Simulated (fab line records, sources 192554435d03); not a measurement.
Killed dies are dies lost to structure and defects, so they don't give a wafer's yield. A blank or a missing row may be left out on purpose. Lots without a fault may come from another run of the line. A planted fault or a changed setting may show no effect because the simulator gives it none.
fab line records | flow n5_finfet
record lots=6 wafers=18 last_day=17
route steps=1938 shown FIN_SAQP@120 BEOL_M4@1111 PASSIVATION@1936
lots that met no fault: from a run of the same line without faults
start_h: hours from the record's first day to the start of the lot's first wafer shown | wait_h: hours since the lot's step before | " the same as in the row above | L1.1+2: a row that stands for several wafers | - no value, or no start given | * or withheld: withheld | < > ~ a bound
route shown NAME@n: a module of which the file shows steps, and the number in the route of the first | usual: mean/standard deviation of fault-free wafers | same: alike in all rows | chamber/n: place in a boat | sites: the reading at each site | _std_site: their standard deviation | _edge_site: outer sites' mean less inner sites' | radius_mm: how far each site lies from the wafer's centre | mask NAME#n: copy n | behind: the tool/chamber that last shaped the wafer | hold: why the lot was held/for how many hours/how that ended | device: the transistor (n, p or np) that didn't switch | end of line: the same wafers' tests at the end of the route | a step without rows: its recipe alone | killed: dies lost to structure and defects at the first sort, not the wafer's yield | map: a wafer's dies, x killed, . not, _ none there
set.NAME: the setting as run; set.NAME@STEP: as run at that earlier step | model.NAME: the simulator's own value behind a step, which no gauge read
lots at some steps of the route; a table a step, a row a wafer
services: from which hour (start_h, from the record's first day; less than 0 if before it) a tool's chamber was out of use, for how many hours, and why
## steps
# step N5_FIN_SAQP_MANDREL_ETCH_22
# recipe target_depth_a=600 chemistry=HBr/Cl2 target=a-Si stop_on=SiNx bt_time_s=10 over_etch_frac=0.5 time_s=30 pressure_mtorr=10 icp_w=800 bias_w=75 HBr_flow_sccm=150 Cl2_flow_sccm=80 ends=end_point
# usual drypump_motor_current_A=5.7/0.51 he_backside_leak_sccm=2.8/0.42 oes_product_au=0.765/0.012 throttle_valve_pct=35.4/0.31
# same over_etch_frac=0.5
# columns lot.wafer tool chamber start_h wait_h drypump_motor_current_A he_backside_leak_sccm oes_product_au rf_hours_counter_h throttle_valve_pct
L318.3 rie_si-05 0 71.08 0.0 6.2 2.3 0.745 67 35.6
L318.5 " 0 " " 6.2 2.4 0.754 - 35.6
L318.6 " 1 " " 6.5 3.4 0.777 - 35.5
L320.3 rie_si-05 3 82.57 0.0 4.9 2.2 0.755 8 35.7
L320.5 " 0 " " 6.2 2.4 0.761 - 35.6
L320.6 " 3 " " 4.9 2.3 0.753 - 35.7
L321.1 rie_si-05 3 89.01 0.0 4.9 2.3 0.748 9 35.7
L321.4 " 0 " " 6.2 2.3 0.756 67 35.6
L321.5 " 2 " " 5.6 3.1 0.758 - 35.4
L329.1 rie_si-01 1 136.16 0.0 5.3 2.7 0.769 106 34.5
L329.4 " 2 " " 5.6 2.8 0.781 112 35.2
L329.6 " 0 " " 5.9 3.1 0.769 - 35.5
L332.2 rie_si-03 2 155.18 0.0 5.5 2.7 0.779 147 35.2
L332.3 " 0 " " 5.0 2.8 0.752 98 35.7
L332.5 " 1 " " 6.6 3.5 0.770 - 35.5
L333.1 rie_si-03 0 160.77 0.0 5.0 2.7 0.743 99 35.7
L333.2 " 2 " " 5.5 2.6 0.759 147 35.2
L333.5 " 1 " " 6.6 3.6 0.759 - 35.5
# step N5_FIN_SAQP_STRIP_55
# recipe chemistry=N2/H2 power_w=500 temp_c=40 pressure_mtorr=50 rf_frequency_hz=6e+07 overash_fraction=0.3 bias_power_w=28 h2_frac=0.5 n2_flow_sccm=300 h2_flow_sccm=300
# step N5_FIN_SAQP_STRIP_23
# recipe chemistry=SPM time_s=750 temp_c=130 h2so4_h2o2_vol_ratio=4
# step N5_FIN_SAQP_SRD_66
# recipe dry=ipa_marangoni time_s=30 temp_c=23 rinse_liquid=diw
# step N5_FIN_SAQP_RECESS_75
# recipe chemistry=HF/NH3 target=SiO2 target_depth_a=144 afs_cycles=3 temp_c=30 sublimation_temp_c=180 sublimation_time_s=60
# step N5_FIN_SAQP_SPACER1_ALD_24
# recipe material=SiO2 target_thk_a=203 temp_c=300 ald_precursor_family=BDEAS ald_co_reactant=O2-plasma pulse_time_s=1 purge_time_s=2 co_reactant_purge_time_s=2 ald_cycles=218 pressure_torr=2
# usual heater_power_w=475/61 precursor_pulse_height_rel=1.000/0.02
# columns lot.wafer tool chamber start_h wait_h heater_power_w precursor_pulse_height_rel
L318.3 ald_sin-01 1 72.00 0.1 461 0.983
L318.5 " 2 " " 603 1.006
L318.6 " 1 " " 465 1.003
L320.3 ald_sin-02 1 83.74 0.4 476 1.016
L320.5 " 2 " " 482 0.983
L320.6 " 1 " " 458 1.026
L321.1 ald_sin-03 0 89.83 0.3 459 0.982
L321.4 " 3 " " 530 0.995
L321.5 " 1 " " 422 1.032
L329.1 ald_sin-01 1 137.02 0.3 501 0.992
L329.4 " 0 " " 352 0.994
L329.6 " 0 " " 335 1.012
L332.2 ald_sin-03 0 156.40 0.3 462 0.996
L332.3 " 2 " " 503 1.017
L332.5 " 3 " " 530 1.025
L333.1 ald_sin-03 2 161.57 0.3 508 1.016
L333.2 " 3 " " 552 0.995
L333.5 " 3 " " 526 1.017
# step N5_FIN_SAQP_SPACER1_ETCHBACK_25
# recipe chemistry=CHF3/O2 mode=anisotropic_etchback target=SiO2 target_depth_a=244 time_s=12.2 pressure_mtorr=30 source_w=650 bias_w=170 Ar_flow_sccm=200 CHF3_flow_sccm=50 O2_flow_sccm=5 ion_energy_ev=200
# step N5_FIN_SAQP_MANDREL1_REMOVE_56
# recipe chemistry=HBr/Cl2/O2 bt_time_s=10 target=a-Si stop_on=SiNx endpoint=OES-SiCl over_etch_frac=1 icp_w=600 bias_w=22 HBr_flow_sccm=150 Cl2_flow_sccm=80 O2_flow_sccm=5 pressure_mtorr=10
# usual drypump_motor_current_A=5.7/0.49 he_backside_leak_sccm=2.9/0.39 oes_product_au=1.004/0.014 throttle_valve_pct=36.7/0.38
# same over_etch_frac=1
# columns lot.wafer tool chamber start_h wait_h drypump_motor_current_A he_backside_leak_sccm oes_product_au rf_hours_counter_h throttle_valve_pct
L318.3 rie_si-01 2 72.90 0.1 5.7 2.6 1.010 111 36.6
L318.5 " 0 " " 5.9 3.1 0.988 - 36.9
L318.6 " 2 " " 5.7 2.4 1.007 - 36.6
L320.3 rie_si-03 2 84.57 0.1 5.5 2.6 1.005 145 36.6
L320.5 " 3 " " 6.0 2.7 1.033 - 36.3
L320.6 " 2 " " 5.5 2.9 1.018 - 36.6
L321.1 rie_si-03 2 90.64 0.1 5.5 2.6 1.003 146 36.6
L321.4 " 3 " " 5.9 2.8 1.016 57 36.3
L321.5 " 0 " " 5.0 2.7 0.987 - 37.0
L329.1 rie_si-01 3 137.87 0.1 5.4 2.9 1.007 105 37.2
L329.4 " 0 " " 5.9 3.1 0.995 94 36.9
L329.6 " 0 " " 5.9 3.1 1.013 - 36.9
L332.2 rie_si-03 3 157.21 0.1 6.0 2.7 1.027 58 36.3
L332.3 " 2 " " 5.5 2.8 1.014 147 36.6
L332.5 " 1 " " 6.6 3.5 1.004 - 36.9
L333.1 rie_si-01 2 162.65 0.1 5.7 2.5 1.019 112 36.6
L333.2 " 1 " " 5.3 2.7 0.998 106 35.8
L333.5 " 0 " " 5.9 3.4 0.997 - 36.9
# step N5_FIN_SAQP_CD_MEAS_27
# recipe target_cd_nm=20 landing_energy_ev=1000 detector=se_inlens polarity=line
# usual cd_nm=20.24/0.25
# same landing_energy_ev=1000
# columns lot.wafer tool chamber start_h wait_h cd_nm
L318.3 cd_sem-03 0 73.02 0.1 20.18
L318.5 " 0 " " 20.25
L318.6 " 0 " " 19.98
L320.3 cd_sem-02 0 84.68 0.1 20.36
L320.5 " 0 " " 20.40
L320.6 " 0 " " 20.54
L321.1 cd_sem-01 0 90.75 0.1 20.42
L321.4 " 0 " " 20.06
L321.5 " 0 " " 20.49
L329.1 cd_sem-02 0 137.98 0.1 20.66
L329.4 " 0 " " 19.90
L329.6 " 0 " " 20.24
L332.2 cd_sem-03 0 157.32 0.1 20.14
L332.3 " 0 " " 20.43
L332.5 " 0 " " 20.11
L333.1 cd_sem-02 0 162.76 0.1 20.41
L333.2 " 0 " " 20.28
L333.5 " 0 " " 20.52
# step N5_FIN_SAQP_ETCH_57
# recipe chemistry=CH3F/O2 target=SiNx mask_material=SiO2 target_depth_a=325 time_s=46.4 pressure_mtorr=30 source_w=395 bias_w=73 Ar_flow_sccm=150 CH3F_flow_sccm=30 O2_flow_sccm=20 ion_energy_ev=120 ends=cleared
# step N5_FIN_SAQP_ETCH_65
# recipe chemistry=CF4 target=SiO2 target_depth_a=40 ion_energy_ev=350 time_s=4.4 pressure_mtorr=10 icp_w=800 bias_w=400 cf4_flow_sccm=80
# usual drypump_motor_current_A=5.7/0.51 he_backside_leak_sccm=2.8/0.45 oes_product_au=0.990/0.019 throttle_valve_pct=21.75/0.22
# columns lot.wafer tool chamber start_h wait_h drypump_motor_current_A he_backside_leak_sccm oes_product_au rf_hours_counter_h throttle_valve_pct
L318.3 rie_si-03 1 73.17 0.1 6.6 3.5 0.971 68 21.79
L318.5 " 1 " " 6.6 3.4 0.970 - 21.81
L318.6 " 0 " " 5.0 2.7 0.977 - 21.89
L320.3 rie_si-05 0 84.90 0.1 6.2 2.4 1.030 67 21.87
L320.5 " 3 " " 4.9 2.3 0.975 - 21.81
L320.6 " 2 " " 5.6 3.0 0.976 - 21.98
L321.1 rie_si-05 3 90.91 0.1 4.9 2.2 0.971 9 21.78
L321.4 " 2 " " 5.6 3.2 0.972 167 21.99
L321.5 " 1 " " 6.5 3.4 0.996 - 21.52
L329.1 rie_si-05 2 138.14 0.1 5.6 3.1 0.966 168 21.99
L329.4 " 1 " " 6.4 3.5 0.986 108 21.53
L329.6 " 0 " " 6.2 2.3 1.022 - 21.87
L332.2 rie_si-01 1 157.47 0.1 5.4 3.2 1.017 106 21.46
L332.3 " 2 " " 5.7 2.6 0.972 112 21.55
L332.5 " 0 " " 5.9 3.4 0.989 - 21.80
L333.1 rie_si-01 0 162.92 0.1 5.9 3.1 0.979 95 21.79
L333.2 " 2 " " 5.7 2.6 0.968 112 21.56
L333.5 " 0 " " 5.8 3.3 0.977 - 21.81
# step N5_FIN_SAQP_MANDREL_ETCH_58
# recipe chemistry=HBr/Cl2 target=a-Si target_depth_a=450 bt_time_s=10 stop_on=SiNx mask_material=SiO2 over_etch_frac=0.8 time_s=27 pressure_mtorr=10 icp_w=800 bias_w=75 HBr_flow_sccm=150 Cl2_flow_sccm=80 ends=end_point
# usual drypump_motor_current_A=5.7/0.51 he_backside_leak_sccm=2.8/0.48 oes_product_au=0.696/0.011 throttle_valve_pct=35.6/0.36
# same over_etch_frac=0.8
# columns lot.wafer tool chamber start_h wait_h drypump_motor_current_A he_backside_leak_sccm oes_product_au rf_hours_counter_h throttle_valve_pct
L318.3 rie_si-03 1 73.20 0.0 6.6 3.5 0.692 68 35.7
L318.5 " 1 " " 6.5 3.5 0.702 - 35.7
L318.6 " 0 " " 5.0 2.8 0.694 - 35.9
L320.3 rie_si-05 0 84.93 0.0 6.2 2.4 0.703 67 35.8
L320.5 " 3 " " 4.9 2.3 0.695 - 35.8
L320.6 " 2 " " 5.6 3.2 0.696 - 35.6
L321.1 rie_si-05 3 90.94 0.0 4.9 2.3 0.679 9 35.9
L321.4 " 2 " " 5.6 3.0 0.700 167 35.6
L321.5 " 1 " " 6.5 3.5 0.710 - 35.7
L329.1 rie_si-05 2 138.17 0.0 5.6 3.2 0.697 168 35.6
L329.4 " 1 " " 6.5 3.5 0.712 108 35.7
L329.6 " 0 " " 6.2 2.3 0.691 - 35.8
L332.2 rie_si-01 1 157.51 0.0 5.3 2.9 0.682 106 34.7
L332.3 " 2 " " 5.7 2.5 0.696 112 35.5
L332.5 " 0 " " 5.8 3.1 0.694 - 35.8
L333.1 rie_si-01 0 162.95 0.0 5.8 3.2 0.688 95 35.8
L333.2 " 2 " " 5.7 2.4 0.699 112 35.5
L333.5 " 0 " " 5.9 3.1 0.699 - 35.8
# step N5_FIN_SAQP_RECESS_63
# recipe chemistry=HF/NH3 target=SiO2 target_depth_a=180 afs_cycles=3 temp_c=30 sublimation_temp_c=180 sublimation_time_s=60
# usual afs_cycles=3/0 drypump_motor_current_A=5.7/0.31 sublimation_time_s=60/0
# columns lot.wafer tool chamber start_h wait_h afs_cycles drypump_motor_current_A sublimation_time_s
L318.3 vapor_etch-02 1 73.40 0.2 3 6.0 60
L318.5 " 0 " " 3 5.2 60
L318.6 " 1 " " 3 6.0 60
L320.3 vapor_etch-02 1 85.13 0.2 - - -
L320.5 " 1 " " - - -
L320.6 " 0 " " - - -
L321.1 vapor_etch-02 1 91.02 0.1 - - -
L321.4 " 0 " " - - -
L321.5 " 1 " " - - -
L329.1 vapor_etch-02 0 138.45 0.2 3 5.2 60
L329.4 " 0 " " 3 5.3 60
L329.6 " 1 " " 3 6.0 60
L332.2 vapor_etch-02 1 157.59 0.1 3 6.0 60
L332.3 " 0 " " 3 5.3 60
L332.5 " 1 " " 3 6.0 60
L333.1 vapor_etch-01 0 163.03 0.1 3 5.6 60
L333.2 " 1 " " 3 5.9 60
L333.5 " 0 " " 3 5.6 60
# step N5_FIN_SAQP_COAT_68
# recipe resist=SOC temp_c=250 time_s=60 spin_rpm=1500 resist_thk_nm=100
# step N5_BEOL_M4_RC_MEAS_101
# usual DIBL_N=36.9/2.1 DIBL_P=37.1/2.5 IOFF_N=0.17/0.039 IOFF_P=0.23/0.043 ION_N=673/15 ION_P=462/9.1 SS_N=71.8/0.69 SS_P=73.6/0.74 VT_N=250/3.6 VT_P=-249.7/2.9
# columns lot.wafer tool chamber start_h wait_h DIBL_N[mV/V] DIBL_P[mV/V] IOFF_N[nA/um] IOFF_P[nA/um] ION_N[uA/um] ION_P[uA/um] SS_N[mV/dec] SS_P[mV/dec] VT_N[mV] VT_P[mV]
L318.3 prober-02 0 218.73 0.3 38.5 40.7 0.24 0.30 679 464 72.9 74.2 244 -243.8
L318.5 " 0 " " 37.1 38.8 0.19 0.27 674 463 72.2 73.9 245 -245.1
L318.6 " 0 " " 39.1 41.6 0.26 0.32 699 472 72.8 75.1 241 -246.1
L329.1 prober-01 0 283.97 0.0 37.0 35.9 0.18 0.20 680 461 72.4 73.5 249 -250.5
L329.4 " 0 " " 37.0 38.2 0.19 0.25 680 463 71.8 74.2 246 -246.9
L329.6 " 0 " " 39.0 40.5 0.22 0.28 679 463 72.7 74.5 246 -246.6
L333.1 prober-01 0 302.17 0.0 33.8 34.9 0.13 0.20 674 471 71.3 73.2 253 -249.9
L333.2 " 0 " " 36.7 38.8 0.19 0.27 696 485 71.8 74.3 246 -246.4
L333.5 " 0 " " 36.2 37.2 0.18 0.25 694 476 71.3 73.7 246 -244.1
L332.2 prober-02 0 302.25 0.2 33.7 33.2 0.11 0.17 641 446 70.5 72.0 255 -254.4
L332.3 " 0 " " 33.9 32.4 0.12 0.16 660 451 71.4 72.4 251 -255.9
L332.5 " 0 " " 36.3 35.9 0.15 0.20 657 453 71.7 73.6 252 -250.6
# step N5_PASSIVATION_PROBE_49
# usual defect_limited_yield=91.3/1.4 killed_at_M0_to_M3=32/9.5 killed_at_M4_up=14/5.2 killed_at_contacts=13/5.7 killed_at_front_end=41/12 killed_at_other=3.5/2.6 killed_dies=103/17 killed_on_rim=14/4 killed_open=68/14 killed_short=32/7 sort_bin_5_function=5.0/0.91 sort_bin_6_memory=3.3/0.7 sort_bin_8_speed=0.03/0.22 sort_n_pass=1076/17 sort_yield_pct=91.2/1.4
# same gross_dies=1180 killed_at_back_side=0 sort_bin_4_leakage[%]=0
# columns lot.wafer tool chamber start_h wait_h defect_limited_yield[%] killed_at_M0_to_M3 killed_at_M4_up killed_at_contacts killed_at_front_end killed_at_other killed_dies killed_on_rim killed_open killed_short sort_bin_5_function[%] sort_bin_6_memory[%] sort_bin_8_speed[%] sort_n_pass sort_yield_pct[%]
L318.3 prober-01 - 314.72 0.1 92.3 28 11 17 32 3 91 14 59 32 4.7 2.9 0 1089 92.3
L318.5 prober-01 - 314.82 0.2 92.0 37 6 15 29 7 94 13 68 26 4.5 3.2 0 1086 92.0
L318.6 prober-01 - 314.87 0.3 92.0 22 13 12 45 2 94 16 49 41 3.8 3.4 0 1086 92.0
L320.3 prober-01 - 331.27 0.1 0 18 17 4 1133 8 1180 152 48 36 97.3 2.4 0 0 0
L320.5 prober-01 - 331.37 0.2 0 20 12 7 1141 0 1180 152 72 29 95.4 4.3 0 0 0
L320.6 prober-01 - 331.42 0.3 0 24 12 15 1126 3 1180 152 71 21 97.4 2.6 0 0 0
L321.1 prober-01 - 342.37 0.0 0 21 11 15 1123 10 1180 152 80 28 96.4 3.3 0 0 0
L321.4 prober-01 - 342.52 0.2 0 22 8 13 1128 9 1180 152 71 37 95.8 3.6 0 0 0
L321.5 prober-01 - 342.57 0.2 0 16 22 10 1126 6 1180 152 72 33 96.5 3.2 0 0 0
L332.2 prober-02 - 407.21 0.1 92.0 25 12 21 34 2 94 7 65 27 5.2 2.2 0.34 1082 91.7
L332.3 prober-02 - 407.26 0.1 90.4 50 9 18 36 0 113 20 80 32 6.0 3.1 0 1067 90.4
L332.5 prober-02 - 407.36 0.2 91.1 18 13 21 49 4 105 16 62 33 4.7 3.0 0 1075 91.1
L333.1 prober-02 - 408.80 0.0 93.0 36 13 19 13 2 83 13 61 20 4.3 2.5 0 1097 93.0
L333.2 prober-02 - 408.85 0.1 90.5 55 10 20 24 3 112 12 84 24 5.2 3.9 0 1068 90.5
L333.5 prober-02 - 409.00 0.2 90.8 38 16 16 35 4 109 15 64 33 5.8 2.2 0 1071 90.8
# killed by level:class
L318.3 MOL_CONTACT_COAG:geometric_particle:open=15 BEOL_M1:geometric_particle:open=10 FIN_SAQP:geometric_particle:open=9 GATE_CUT:geometric_particle:short=5 BEOL_M0:geometric_particle:open=4 BEOL_M3:geometric_particle:open=4 BEOL_M4:geometric_particle:open=4 STARTING-WAFER:geometric_particle:short=4
L318.5 MOL_CONTACT_COAG:geometric_particle:open=14 BEOL_M0:geometric_particle:open=10 FIN_SAQP:geometric_particle:open=9 BEOL_M0_SAQP:geometric_particle:short=7 BEOL_M0_SAQP:geometric_particle:open=7 FIN_SAQP:geometric_particle:short=6 GATE_CUT:geometric_particle:short=5 BEOL_M1:geometric_particle:open=4
L318.6 GATE_CUT:geometric_particle:short=10 MOL_CONTACT_COAG:geometric_particle:open=9 FIN_SAQP:geometric_particle:short=8 FIN_SAQP:geometric_particle:open=7 BEOL_M4:geometric_particle:open=7 BEOL_M1:geometric_particle:open=4 BEOL_M1:geometric_particle:short=4 BEOL_M2:geometric_particle:open=4
L320.3 FIN_SAQP:area_recess=1096 STI_FIN_REVEAL:geometric_particle:open=9 FIN_SAQP:geometric_particle:open=6 FIN_SAQP:geometric_particle:short=6 BEOL_M0_SAQP:geometric_particle:short=5 BEOL_M0_SAQP:geometric_particle:open=4 BEOL_M4:geometric_particle:open=4 STI_FIN_REVEAL:geometric_particle:short=3
L320.5 FIN_SAQP:area_recess=1078 STI_FIN_REVEAL:geometric_particle:open=23 FIN_SAQP:geometric_particle:short=11 FIN_SAQP:geometric_particle:open=9 BEOL_M1:geometric_particle:open=7 BEOL_M4:geometric_particle:open=7 STI_FIN_REVEAL:geometric_particle:short=6 MOL_CONTACT_COAG:geometric_particle:open=6
L320.6 FIN_SAQP:area_recess=1088 MOL_CONTACT_COAG:geometric_particle:open=14 BEOL_M1:geometric_particle:open=13 FIN_SAQP:geometric_particle:short=11 STI_FIN_REVEAL:geometric_particle:open=11 FIN_SAQP:geometric_particle:open=8 BEOL_M0_SAQP:geometric_particle:open=6 BEOL_M5:geometric_particle:open=6
L321.1 FIN_SAQP:area_recess=1070 STI_FIN_REVEAL:geometric_particle:open=13 MOL_CONTACT_COAG:geometric_particle:open=13 FIN_SAQP:geometric_particle:open=10 FIN_SAQP:geometric_particle:short=6 BEOL_M0_SAQP:geometric_particle:open=5 BEOL_M4:geometric_particle:open=5 ILD0:geometric_particle:open=4
L321.4 FIN_SAQP:area_recess=1070 STI_FIN_REVEAL:geometric_particle:open=20 MOL_CONTACT_COAG:geometric_particle:open=10 FIN_SAQP:geometric_particle:open=9 STI_FIN_REVEAL:geometric_particle:short=7 BEOL_M2:geometric_particle:open=7 ILD0:geometric_particle:short=5 FIN_SAQP:geometric_particle:short=4
L321.5 FIN_SAQP:area_recess=1075 FIN_SAQP:geometric_particle:open=14 GATE_CUT:geometric_particle:short=10 BEOL_M4:geometric_particle:open=9 MOL_CONTACT_COAG:geometric_particle:open=8 STI_FIN_REVEAL:geometric_particle:open=7 FIN_SAQP:geometric_particle:short=4 BEOL_M5:geometric_particle:open=4
L332.2 FIN_SAQP:geometric_particle:open=16 MOL_CONTACT_COAG:geometric_particle:open=15 DUMMY_GATE:geometric_particle:open=7 BEOL_M0_SAQP:geometric_particle:open=7 BEOL_M0_SAQP:geometric_particle:short=7 FIN_SAQP:geometric_particle:short=6 MOL_CONTACT_COAG:geometric_particle:short=6 STI_FIN_REVEAL:geometric_particle:open=3
L332.3 MOL_CONTACT_COAG:geometric_particle:open=14 BEOL_M0_SAQP:geometric_particle:open=13 FIN_SAQP:geometric_particle:open=12 BEOL_M0_SAQP:geometric_particle:short=11 BEOL_M3:geometric_particle:open=9 FIN_SAQP:geometric_particle:short=7 BEOL_M1:geometric_particle:open=7 DUMMY_GATE:geometric_particle:open=6
L332.5 MOL_CONTACT_COAG:geometric_particle:open=17 FIN_SAQP:geometric_particle:short=11 FIN_SAQP:geometric_particle:open=9 HKMG_FIN:area_etch=9 BEOL_M0_SAQP:geometric_particle:open=7 BEOL_M5:geometric_particle:open=6 GATE_CUT:geometric_particle:short=5 STI_FIN_REVEAL:geometric_particle:open=4
L333.1 MOL_CONTACT_COAG:geometric_particle:open=17 BEOL_M1:geometric_particle:open=9 BEOL_M2:geometric_particle:open=8 BEOL_M0_SAQP:geometric_particle:open=6 BEOL_M4:geometric_particle:open=5 STI_FIN_REVEAL:geometric_particle:open=4 BEOL_M1:geometric_particle:short=4 BEOL_M3:geometric_particle:open=4
L333.2 MOL_CONTACT_COAG:geometric_particle:open=18 BEOL_M2:geometric_particle:open=15 BEOL_M1:geometric_particle:open=9 BEOL_M0_SAQP:geometric_particle:open=8 BEOL_M0_SAQP:geometric_particle:short=7 GATE_CUT:geometric_particle:open=5 BEOL_M2:geometric_particle:short=5 BEOL_M3:geometric_particle:open=4
L333.5 BEOL_M2:geometric_particle:open=11 MOL_CONTACT_COAG:geometric_particle:open=10 BEOL_M0_SAQP:geometric_particle:short=8 HKMG_FIN:area_etch=8 STI_FIN_REVEAL:geometric_particle:open=7 BEOL_M1:geometric_particle:open=7 BEOL_M4:geometric_particle:open=7 GATE_CUT:geometric_particle:short=6
# map L320.3 (x killed, . not)
_________________xxxxxxxxxxxx________________
______________xxxxxxxxxxxxxxxxxx_____________
___________xxxxxxxxxxxxxxxxxxxxxxxx__________
__________xxxxxxxxxxxxxxxxxxxxxxxxxx_________
________xxxxxxxxxxxxxxxxxxxxxxxxxxxxxx_______
_______xxxxxxxxxxxxxxxxxxxxxxxxxxxxxxxx______
______xxxxxxxxxxxxxxxxxxxxxxxxxxxxxxxxxx_____
_____xxxxxxxxxxxxxxxxxxxxxxxxxxxxxxxxxxxx____
____xxxxxxxxxxxxxxxxxxxxxxxxxxxxxxxxxxxxxx___
___xxxxxxxxxxxxxxxxxxxxxxxxxxxxxxxxxxxxxxxx__
___xxxxxxxxxxxxxxxxxxxxxxxxxxxxxxxxxxxxxxxx__
__xxxxxxxxxxxxxxxxxxxxxxxxxxxxxxxxxxxxxxxxxx_
__xxxxxxxxxxxxxxxxxxxxxxxxxxxxxxxxxxxxxxxxxx_
_xxxxxxxxxxxxxxxxxxxxxxxxxxxxxxxxxxxxxxxxxxxx
_xxxxxxxxxxxxxxxxxxxxxxxxxxxxxxxxxxxxxxxxxxxx
_xxxxxxxxxxxxxxxxxxxxxxxxxxxxxxxxxxxxxxxxxxxx
_xxxxxxxxxxxxxxxxxxxxxxxxxxxxxxxxxxxxxxxxxxxx
_xxxxxxxxxxxxxxxxxxxxxxxxxxxxxxxxxxxxxxxxxxxx
_xxxxxxxxxxxxxxxxxxxxxxxxxxxxxxxxxxxxxxxxxxxx
_xxxxxxxxxxxxxxxxxxxxxxxxxxxxxxxxxxxxxxxxxxxx
_xxxxxxxxxxxxxxxxxxxxxxxxxxxxxxxxxxxxxxxxxxxx
__xxxxxxxxxxxxxxxxxxxxxxxxxxxxxxxxxxxxxxxxxx_
__xxxxxxxxxxxxxxxxxxxxxxxxxxxxxxxxxxxxxxxxxx_
___xxxxxxxxxxxxxxxxxxxxxxxxxxxxxxxxxxxxxxxx__
___xxxxxxxxxxxxxxxxxxxxxxxxxxxxxxxxxxxxxxxx__
____xxxxxxxxxxxxxxxxxxxxxxxxxxxxxxxxxxxxxx___
_____xxxxxxxxxxxxxxxxxxxxxxxxxxxxxxxxxxxx____
______xxxxxxxxxxxxxxxxxxxxxxxxxxxxxxxxxx_____
_______xxxxxxxxxxxxxxxxxxxxxxxxxxxxxxxx______
________xxxxxxxxxxxxxxxxxxxxxxxxxxxxxx_______
__________xxxxxxxxxxxxxxxxxxxxxxxxxx_________
___________xxxxxxxxxxxxxxxxxxxxxxxx__________
______________xxxxxxxxxxxxxxxxxx_____________
_________________xxxxxxxxxxxx________________
# map L321.1 (x killed, . not)
_________________xxxxxxxxxxxx________________
______________xxxxxxxxxxxxxxxxxx_____________
___________xxxxxxxxxxxxxxxxxxxxxxxx__________
__________xxxxxxxxxxxxxxxxxxxxxxxxxx_________
________xxxxxxxxxxxxxxxxxxxxxxxxxxxxxx_______
_______xxxxxxxxxxxxxxxxxxxxxxxxxxxxxxxx______
______xxxxxxxxxxxxxxxxxxxxxxxxxxxxxxxxxx_____
_____xxxxxxxxxxxxxxxxxxxxxxxxxxxxxxxxxxxx____
____xxxxxxxxxxxxxxxxxxxxxxxxxxxxxxxxxxxxxx___
___xxxxxxxxxxxxxxxxxxxxxxxxxxxxxxxxxxxxxxxx__
___xxxxxxxxxxxxxxxxxxxxxxxxxxxxxxxxxxxxxxxx__
__xxxxxxxxxxxxxxxxxxxxxxxxxxxxxxxxxxxxxxxxxx_
__xxxxxxxxxxxxxxxxxxxxxxxxxxxxxxxxxxxxxxxxxx_
_xxxxxxxxxxxxxxxxxxxxxxxxxxxxxxxxxxxxxxxxxxxx
_xxxxxxxxxxxxxxxxxxxxxxxxxxxxxxxxxxxxxxxxxxxx
_xxxxxxxxxxxxxxxxxxxxxxxxxxxxxxxxxxxxxxxxxxxx
_xxxxxxxxxxxxxxxxxxxxxxxxxxxxxxxxxxxxxxxxxxxx
_xxxxxxxxxxxxxxxxxxxxxxxxxxxxxxxxxxxxxxxxxxxx
_xxxxxxxxxxxxxxxxxxxxxxxxxxxxxxxxxxxxxxxxxxxx
_xxxxxxxxxxxxxxxxxxxxxxxxxxxxxxxxxxxxxxxxxxxx
_xxxxxxxxxxxxxxxxxxxxxxxxxxxxxxxxxxxxxxxxxxxx
__xxxxxxxxxxxxxxxxxxxxxxxxxxxxxxxxxxxxxxxxxx_
__xxxxxxxxxxxxxxxxxxxxxxxxxxxxxxxxxxxxxxxxxx_
___xxxxxxxxxxxxxxxxxxxxxxxxxxxxxxxxxxxxxxxx__
___xxxxxxxxxxxxxxxxxxxxxxxxxxxxxxxxxxxxxxxx__
____xxxxxxxxxxxxxxxxxxxxxxxxxxxxxxxxxxxxxx___
_____xxxxxxxxxxxxxxxxxxxxxxxxxxxxxxxxxxxx____
______xxxxxxxxxxxxxxxxxxxxxxxxxxxxxxxxxx_____
_______xxxxxxxxxxxxxxxxxxxxxxxxxxxxxxxx______
________xxxxxxxxxxxxxxxxxxxxxxxxxxxxxx_______
__________xxxxxxxxxxxxxxxxxxxxxxxxxx_________
___________xxxxxxxxxxxxxxxxxxxxxxxx__________
______________xxxxxxxxxxxxxxxxxx_____________
_________________xxxxxxxxxxxx________________
## services
# columns tool chamber start_h hours kind
ald_sin-01 0 48.83 4.5 repair
rie_si-01 0 52.51 6.1 repair
rie_si-01 3 56.00 24.3 repair
ald_sin-02 1 57.24 1.4 repair
ald_sin-01 0 60.50 4.5 repair
ald_sin-02 3 78.35 9.7 repair
ald_sin-01 - 85.25 14.0 pm
ald_sin-01 0 85.25 14.0 vent_cycle
ald_sin-01 1 85.25 14.0 vent_cycle
ald_sin-01 2 85.25 14.0 vent_cycle
ald_sin-01 3 85.25 14.0 vent_cycle
vapor_etch-01 - 87.23 0.1 repair
rie_si-05 3 96.32 5.7 repair
ald_sin-03 - 96.95 6.1 pm
ald_sin-01 - 99.25 14.6 pm
ald_sin-01 0 99.25 - clean
ald_sin-01 1 99.25 - clean
ald_sin-01 2 99.25 - clean
ald_sin-01 3 99.25 - clean
ald_sin-03 3 142.57 3.6 repair
## key
first_sign step=N5_FIN_SAQP_RECESS_63 reading=tool_record direction=missing
effect step=N5_PASSIVATION_PROBE_49 reading=sort_bin_5_function direction=up sigmas=99+ usual=5.0 struck=96.5
more_kills_born_at N5_FIN_SAQP_RECESS_63@vapor_etch-02=6475
met_at N5_FIN_SAQP_RECESS_63
struck_wafers L320.3,L320.5,L320.6,L321.1,L321.4,L321.5
later_rows_left_out L320.3,L320.5,L320.6,L321.1,L321.4,L321.5
onset_between 73.40 85.13
fault kind=skipped_step_whole tool=vapor_etch-02 chamber=- onset_h=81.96 steps=N5_FIN_SAQP_RECESS_63 scope=struck_lots_only
# later_rows_left_out: the simulator's readings of these wafers behind a module that went badly wrong aren't trusted and aren't shown, but for the sort
